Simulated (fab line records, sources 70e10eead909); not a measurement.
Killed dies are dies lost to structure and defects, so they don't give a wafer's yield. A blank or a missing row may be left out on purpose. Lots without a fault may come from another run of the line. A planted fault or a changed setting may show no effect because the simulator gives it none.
Problem report in the 8D (eight disciplines) form, filled by code | flow nand_harc | the parts of the form that need people (team, actions taken, sign-off) are left out

1. THE PROBLEM
killed_at_other at NHARC_END_SORT_01 reads a mean of 650.0 on 1 wafer of 1 lot; wafers without a fault read 0.5 with a standard deviation of 0.85. That is +99 or more standard deviations from the usual mean.
First seen on wafer L448.1, day 23 20:22, on prober-02. The record holds 9 wafers of 3 lots with a number at this step. Rule for "out", or "out of limits": more than 4 standard deviations from the usual mean. The other wafers with a number count as sound.

2. WHAT IT IS AND WHAT IT IS NOT
question                    | is                                                                                                                  | is not
which readings at this step | killed_at_other, defect_limited_yield, killed_dies, sort_bin_2_pct, sort_n_pass, sort_rim_yield_pct, sort_yield_pct | killed_at_array, killed_at_periphery, killed_open, killed_short, sort_bin_3_pct, sort_bin_4_pct
which lots                  | L448                                                                                                                | L442, L449
which wafers of those lots  | L448.1                                                                                                              | L448.2, L448.4
read on which gauges        | prober-02                                                                                                           | prober-01
when                        | from day 23 20:22                                                                                                   | up to then (3 sound wafers); but 5 sound wafers of L448, L449 came after

3. SUSPECTS, AND WHAT RULES EACH OUT
Counting: a tool at a process step up to the reading stays a suspect if it ran every lot that is out. Sound lots after the first of them don't rule it out here, since some wafers of a struck lot are sound.
- the gauge at NHARC_END_SORT_01: ruled out. All the wafers that are out were read on prober-02, but those of them that NHARC_THIN_TSV_ETCH_44 has rows for are out there too, on other tools.
- pvd_sputter-03 at NHARC_A_BONDPAD_PRE_CLEAN_26 (time 30 s): kept. It ran the lot that is out, L448 (day 22 14:20). NHARC_A_BONDPAD_PRE_CLEAN_26 gives no start for some lots, so the hours and the order of its lots are those of NHARC_A_BONDPAD_ANNEAL_28.
- rtp_anneal-02 at NHARC_A_BONDPAD_ANNEAL_28 (time 90 s): kept. It ran the lot that is out, L448 (day 22 14:20); its last sound lot up to then is L442 (day 20 21:59).
- rie_diel-08 at NHARC_THIN_TSV_ETCH_44 (etches the open film in CF4/O2, target depth 1594.2 nm, time 797.1 s): kept. It ran the lot that is out, L448 (day 23 05:32); its last sound lot up to then is L442 (day 21 15:36). Its own readings are out on those wafers: run_length_s.
- pvd_sputter-01 at NHARC_THIN_TSV_PRE_CLEAN_50 (time 30 s): kept. It ran the lot that is out, L448 (day 23 20:22). NHARC_THIN_TSV_PRE_CLEAN_50 gives no start for some lots, so the hours and the order of its lots are those of NHARC_END_SORT_01.
- Within rie_diel-08 at NHARC_THIN_TSV_ETCH_44: the wafers that are out ran in chamber 1; their sound lot-mates ran in chambers 2, 3.
Left after counting: pvd_sputter-03 at NHARC_A_BONDPAD_PRE_CLEAN_26, rtp_anneal-02 at NHARC_A_BONDPAD_ANNEAL_28, rie_diel-08 at NHARC_THIN_TSV_ETCH_44, pvd_sputter-01 at NHARC_THIN_TSV_PRE_CLEAN_50.

4. THE CAUSE (what the simulator had put in)
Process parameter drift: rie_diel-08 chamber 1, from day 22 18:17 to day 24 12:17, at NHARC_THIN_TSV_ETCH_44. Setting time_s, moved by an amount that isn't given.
Counting left 4 suspects, and this tool is among them.

5. THE CHAIN OF EFFECTS, in route order
Each row: a reading whose mean over the struck wafers that have a number lies more than 3 standard deviations from the usual. Only readings for which the record gives a usual standard deviation are gone through. hours: the time from each lot's start at the first step in this table that gives one to its start at this step, as a median over the lots. sigmas: the change in usual standard deviations.
hours | step                   | reading              | usual   | on struck wafers | change | sigmas
0     | NHARC_THIN_TSV_ETCH_44 | run_length_s         | 818.3 s | 640.1            | -178.2 | -99 or more
15    | NHARC_END_SORT_01      | defect_limited_yield | 95.3 %  | 0.0              | -95.3  | -56
15    | NHARC_END_SORT_01      | killed_at_other      | 0.5     | 650.0            | +649.5 | +99 or more
15    | NHARC_END_SORT_01      | killed_dies          | 32      | 677              | +645   | +54
15    | NHARC_END_SORT_01      | sort_bin_2_pct       | 1.5 %   | 97.0             | +95.5  | +99 or more
15    | NHARC_END_SORT_01      | sort_n_pass          | 645     | 0                | -645   | -54
15    | NHARC_END_SORT_01      | sort_rim_yield_pct   | 95 %    | 0                | -95    | -31
15    | NHARC_END_SORT_01      | sort_yield_pct       | 95.3 %  | 0.0              | -95.3  | -56
The process steps in it:
- NHARC_THIN_TSV_ETCH_44: etches the open film in CF4/O2, target depth 1594.2 nm, time 797.1 s.

6. WHAT WOULD HAVE CAUGHT IT SOONER
In this record the first reading out of limits at a measuring or inspecting step was taken at day 23 20:22, 26 hours after the fault began at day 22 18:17.
The tool's own readings at NHARC_THIN_TSV_ETCH_44 were out on every struck wafer that the step has a row for (run_length_s): an alarm limit on them would have fired on the first of those.
All the lots that are out (1) had begun NHARC_THIN_TSV_ETCH_44 on rie_diel-08 by day 23 20:22. A hold on the tool at that time would have spared none of them.
